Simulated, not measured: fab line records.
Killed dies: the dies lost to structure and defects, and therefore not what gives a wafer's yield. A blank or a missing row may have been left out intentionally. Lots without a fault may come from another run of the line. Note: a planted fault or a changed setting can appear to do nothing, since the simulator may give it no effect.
A struck lot beside a sound one    flow n5-finfet    14 out of 1938 route steps
Sound: these wafers, L831.2, L831.3, L831.4. The struck wafers were L846.1, L846.4, L846.5. At the end, the cause is stated.
Order at every step that has rows: each side's tool, ch and its chambers, its first start. Under that, the readings that differ: sound wafers    struck wafers    difference of the means    sigmas: that difference in standard deviations of wafers without a fault.
alike: words and numbers the same on both sides, and readings whose means are apart by under 2 such deviations; not compared: readings that were withheld, readings missing a value for some wafer, numbers with overlapping values and no deviation given by the record, and bounds like >300 which may hide the same value.
The two part at a step that has a row with sigmas, a row that says differs or no value, or rows on one side only. Numbers that have no deviation but don't overlap get no sigmas and don't part them. A reading missing from all wafers of one side parts the sides only when that side holds two or more wafers.

N5_BEOL_M15_STRIP_63: strips in O2.
  sound: rie-diel-05 ch 0,1,2; struck: rie-diel-05 ch 1,2,3
  alike: chamber-pressure-mTorr, drypump-motor-current-A, oes-product-au, rf-vpp-V, showerhead-plenum-p-Torr, throttle-valve-pct
  not compared: rf-hours-counter-h
N5_BEOL_M15_STRIP_64: strips in O2.
  sound: rie-diel-05 ch 0,1,2; struck: rie-diel-05 ch 1,2,3
  alike: chamber-pressure-mTorr, drypump-motor-current-A, oes-product-au, rf-vpp-V, showerhead-plenum-p-Torr, throttle-valve-pct
  not compared: rf-hours-counter-h
then, 2 steps without rows for these wafers: N5_BEOL_M15_STRIP_65 (strips in post etch residue remover, time 60 s); N5_BEOL_M15_SRD_66 (time 30 s, dry time 30 s).
N5_BEOL_M15_CD_MEAS_17: the cd target is 360 nm.
  sound: cd-sem-02 at day 15 21:28; struck: cd-sem-03 at day 18 22:56
  alike: cd-nm
then, 1 step without rows for these wafers: N5_BEOL_M15_COAT_56 (time 60 s, resist thk 550 nm).
N5_BEOL_M15_ETCH_57: etches SOC in N2/H2, time 750 s.
  sound on rie-diel-05 ch 0,1,2, day 15 21:34; struck on rie-diel-06 ch 1,2,3, day 18 23:02
  alike: chamber-pressure-mTorr, drypump-motor-current-A, oes-product-au, rf-vpp-V, showerhead-plenum-p-Torr, throttle-valve-pct
  not compared: rf-hours-counter-h
then, 5 steps without rows for these wafers: N5_BEOL_M15_COAT_60 (time 60 s, resist thk 89 nm); N5_BEOL_M15_COAT_22 (resist thk 800 nm); N5_BEOL_M15_EBR_24; N5_BEOL_M15_SOFTBAKE_23 (time 60 s); N5_BEOL_M15_EXPOSE_25 (exposes mask M15, target cd 400 nm).
N5_BEOL_M15_PEB_26: peb time 90 s.
  sound on litho-track-05 ch 0, day 15 22:14; struck on litho-track-02, day 18 23:49
  no value came back on the struck wafers for chill-plate-temp-C (C), exhaust-pa (Pa); on the sound wafers chill-plate-temp-C (C) reads 23.12 23.02 23.06
then, 1 step without rows for these wafers: N5_BEOL_M15_DEVELOP_27 (develop time 45 s).

== WHERE THEY PART ==
At N5_BEOL_M15_PEB_26 and nowhere else, as far as this record goes.

WHY: what had been put in by the simulator
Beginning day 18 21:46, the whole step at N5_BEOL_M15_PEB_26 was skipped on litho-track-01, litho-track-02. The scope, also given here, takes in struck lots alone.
